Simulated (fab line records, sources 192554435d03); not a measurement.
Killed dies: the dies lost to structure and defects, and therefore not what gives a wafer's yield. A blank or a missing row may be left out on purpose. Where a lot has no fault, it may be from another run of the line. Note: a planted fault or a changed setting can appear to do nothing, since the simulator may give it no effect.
Split-lot trial -- flow n5 finfet -- 7 lots, 21 wafers read, on a route of 1938 steps

== ON THE SPLIT ==
At N5_BEOL_M5_COAT_74 (time 60 s, resist thk 5 nm), the setting spin rpm was moved away from the recipe's 1500 rpm on 6 of the 21 wafers read, by -6.7% to +6.3%. This setting was run at the recipe's value on the other wafers.

== FROM THE SPLIT TO THE READING: what the file shows between them, 4 steps ==
- N5_BEOL_M5_COAT_22: resist thk 30 nm (also split here: spin rpm)
- N5_BEOL_M5_EBR_24
- N5_BEOL_M5_SOFTBAKE_23: time 60 s
- N5_BEOL_M5_DESCUM_33: chemistry O2, time 7 s

== THE READING ==
etch.depth nm (the simulator's own value, which no gauge read), in nm, at N5_BEOL_M5_ETCH_75 (etches underlayer in N2/H2, target depth 6.5 nm, time 5.2 s). No usual value for it is given in the file. Across the 15 wafers here that went through the recipe, the average is 5.012 nm and the standard deviation 0.0097 nm.

wafer,"tool, chamber at the split","spin rpm as run, rpm",against the recipe,"etch.depth nm, nm",against lot-mates on the recipe
L076.3,"litho track-01, 0",1500,recipe,5.028,-
L076.4,"litho track-01, 0",1500,recipe,5.005,-
L076.5,"litho track-01, 0",1500,recipe,5.015,-
L079.1,"litho track-04, 0",1566,+4.4%,4.907,no lot-mate on the recipe
L079.5,"litho track-04, 0",1566,+4.4%,4.901,no lot-mate on the recipe
L079.6,"litho track-04, 0",1566,+4.4%,4.903,no lot-mate on the recipe
L087.4,"litho track-04, 0",1500,recipe,5.02,-
L087.5,"litho track-04, 0",1500,recipe,5.011,-
L087.6,"litho track-04, 0",1399,-6.7%,5.174,+0.159
L086.1,"litho track-04, 0",1500,recipe,5.017,-
L086.4,"litho track-04, 0",1500,recipe,5.013,-
L086.6,"litho track-04, 0",1500,recipe,5.017,-
L088.1,"litho track-04, 0",1500,recipe,5.005,-
L088.5,"litho track-04, 0",1594,+6.3%,4.86,-0.145
L088.6,"litho track-04, 0",1594,+6.3%,4.855,-0.150
L096.1,"litho track-01, 0",1500,recipe,5.03,-
L096.2,"litho track-01, 0",1500,recipe,5.018,-
L096.6,"litho track-01, 0",1500,recipe,5,-
L097.1,"litho track-02, 0",1500,recipe,5.001,-
L097.3,"litho track-02, 0",1500,recipe,5,-
L097.6,"litho track-02, 0",1500,recipe,4.999,-

FIT RESULTS
A straight line over all 21 wafers: etch.depth nm changes by -0.0245 nm for each +1% of spin rpm; r = -0.99; the points scatter about the line by 0.0088 nm.
The same after taking each lot's own level away (the mean of its wafers on the recipe; 18 wafers): -0.0235 nm for each +1%; r = -0.99; scatter 0.007 nm.
On that fit, the largest move of spin rpm shifts the reading by 0.16 nm.
The lots' own levels span 5.0000 to 5.0160 nm, that is 1.6 times the standard deviation above.
Consequently the slope shifts little with the lot-to-lot level, the two slopes agreeing.
Check: +0.158 nm against its lot-mates is what the line predicts for one of the wafers moved furthest among these (-6.7%) when that wafer is left out of the fit. It came out at +0.159 nm against them.

== THE OTHER SPLITS THESE WAFERS WENT THROUGH ==
Other splits were also applied to these wafers ahead of the reading. Each is held against what the fit with the lots' levels taken away leaves over:
other split on the same wafers,wafers away from the commonest value,r with etch.depth nm (lot level and that fit taken away)
N5_BEOL_M4_COAT_05 spin rpm,7,+0.04
N5_BEOL_M4_TRENCH_ETCH_37 bias w,7,+0.25
N5_BEOL_M5_COAT_22 spin rpm,7,-0.02

== THE FILE'S OWN FIT ==
etch.depth nm changes by -0.0235 nm for each +1% of spin rpm, r = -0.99.
